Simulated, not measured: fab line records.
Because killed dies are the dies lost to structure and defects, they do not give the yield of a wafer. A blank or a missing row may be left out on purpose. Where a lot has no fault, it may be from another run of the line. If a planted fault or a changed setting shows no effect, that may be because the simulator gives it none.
Matching of chambers :: flow n5 finfet :: N5_FIN_SAQP_MANDREL2_REMOVE_60 on rie si-05: 4 sister chambers
The step chemistry HBr/Cl2/O2, target a-Si, stops on SiNx, bt time 10 s. 8 wafers are shown with their chamber, then 12 later ones without.

## WAFERS WITH THEIR CHAMBER
wafer: L086.4
chamber: 2
drypump motor current A (A): 6.5
oes product au (a.u.): 0.998

wafer: L087.5
chamber: 0
drypump motor current A (A): 5.1
oes product au (a.u.): 1.017

wafer: L092.1
chamber: 1
drypump motor current A (A): 5.2
oes product au (a.u.): 1.046

wafer: L092.2
chamber: 2
drypump motor current A (A): 6.6
oes product au (a.u.): 0.987

wafer: L092.6
chamber: 3
drypump motor current A (A): 6.1
oes product au (a.u.): 1.021

wafer: L093.1
chamber: 1
drypump motor current A (A): 5.2
oes product au (a.u.): 1.040

wafer: L093.4
chamber: 3
drypump motor current A (A): 6.1
oes product au (a.u.): 1.004

wafer: L093.6
chamber: 0
drypump motor current A (A): 5.1
oes product au (a.u.): 1.022

## WAFERS MISSING THEIR CHAMBER
wafer: L094.1
drypump motor current A (A): 6.5
oes product au (a.u.): 0.993

wafer: L094.2
drypump motor current A (A): 5.1
oes product au (a.u.): 1.024

wafer: L094.5
drypump motor current A (A): 6.5
oes product au (a.u.): 0.994

wafer: L095.1
drypump motor current A (A): 6.5
oes product au (a.u.): 0.990

wafer: L095.2
drypump motor current A (A): 5.1
oes product au (a.u.): 1.021

wafer: L095.3
drypump motor current A (A): 5.2
oes product au (a.u.): 1.033

wafer: L095.4
drypump motor current A (A): 6.1
oes product au (a.u.): 1.008

wafer: L095.5
drypump motor current A (A): 5.2
oes product au (a.u.): 1.025

wafer: L095.6
drypump motor current A (A): 6.5
oes product au (a.u.): 1.000

wafer: L097.2
drypump motor current A (A): 6.1
oes product au (a.u.): 1.015

wafer: L097.3
drypump motor current A (A): 5.3
oes product au (a.u.): 1.029

wafer: L097.6
drypump motor current A (A): 5.1
oes product au (a.u.): 1.024

## EACH ONE'S CHAMBER
wafer: L094.1
from the rows above: 2
in truth: 2

wafer: L094.2
from the rows above: 0
in truth: 0

wafer: L094.5
from the rows above: 2
in truth: 2

wafer: L095.1
from the rows above: 2
in truth: 2

wafer: L095.2
from the rows above: 0
in truth: 0

wafer: L095.3
from the rows above: 1
in truth: 1

wafer: L095.4
from the rows above: 3
in truth: 3

wafer: L095.5
from the rows above: can't be placed: 1 or 0
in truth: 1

wafer: L095.6
from the rows above: 2
in truth: 2

wafer: L097.2
from the rows above: 3
in truth: 3

wafer: L097.3
from the rows above: 1
in truth: 1

wafer: L097.6
from the rows above: 0
in truth: 0
Correct placement for 11 of the 12. Unplaceable from these rows: 1, with the true chamber sitting among the candidates in 1. Placed wrongly: 0.
How it was worked out, from the rows above alone: a wafer's distance from a chamber is the root of the sum, over the readings, of the square of ((its reading less the chamber's mean) divided by the reading's scatter). The wafer belongs to the nearest chamber; if the next one is less than 2 further off, it can't be placed. Each chamber's mean is taken over the wafers shown for it. The scatter: take each reading less its chamber's mean, square it, sum over the shown wafers, divide by the number of wafers less the number of chambers, and take the root.
